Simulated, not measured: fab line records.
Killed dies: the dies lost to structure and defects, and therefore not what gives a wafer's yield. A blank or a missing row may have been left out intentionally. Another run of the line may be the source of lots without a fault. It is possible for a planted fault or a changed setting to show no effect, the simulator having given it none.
Matching of chambers | flow nand harc | rie diel-06 running NHARC_A_STAIRCASE_ETCH_253: 4 sister chambers
The step etches the open film in C4F8/O2, target depth 50 nm, time 20.2 s. 4 wafers are shown with their chamber, then 12 later ones without.

WAFERS WITH THEIR CHAMBER
wafer  | chamber | rf vpp V (V)
L095.2 | 1       | 896
L096.1 | 2       | 903
L096.3 | 3       | 904
L096.4 | 0       | 903

WAFERS MISSING THEIR CHAMBER
wafer  | rf vpp V (V)
L093.2 | 902
L093.4 | 896
L093.6 | 902
L093.1 | 904
L093.3 | 904
L093.5 | 897
L094.1 | 903
L094.2 | 903
L094.3 | 896
L094.4 | 903
L094.5 | 903
L094.6 | 903

EACH ONE'S CHAMBER
wafer  | from the rows above     | in truth
L093.2 | can't be placed: 0 or 2 | 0
L093.4 | 1                       | 1
L093.6 | can't be placed: 0 or 2 | 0
L093.1 | 3                       | 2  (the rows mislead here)
L093.3 | 3                       | 3
L093.5 | 1                       | 1
L094.1 | can't be placed: 0 or 2 | 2
L094.2 | can't be placed: 0 or 2 | 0
L094.3 | 1                       | 1
L094.4 | can't be placed: 0 or 2 | 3
L094.5 | can't be placed: 0 or 2 | 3
L094.6 | can't be placed: 0 or 2 | 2
Placed correctly: 4 of 12. Unplaceable from these rows: 7, with the true chamber sitting among the candidates in 5. 1 placed wrongly.
How it was worked out, from the rows above alone: a wafer's distance from a chamber is the root of the sum, over the readings, of the square of ((its reading less the chamber's mean) divided by the reading's scatter). If the next closest chamber is less than 2 further off than the closest, the wafer can't be placed; otherwise it belongs to the closest. For every chamber, the mean is computed from those of its wafers that are shown. The scatter: root of mean squared gap, hidden wafer to nearest shown wafer, with one shown wafer a chamber.
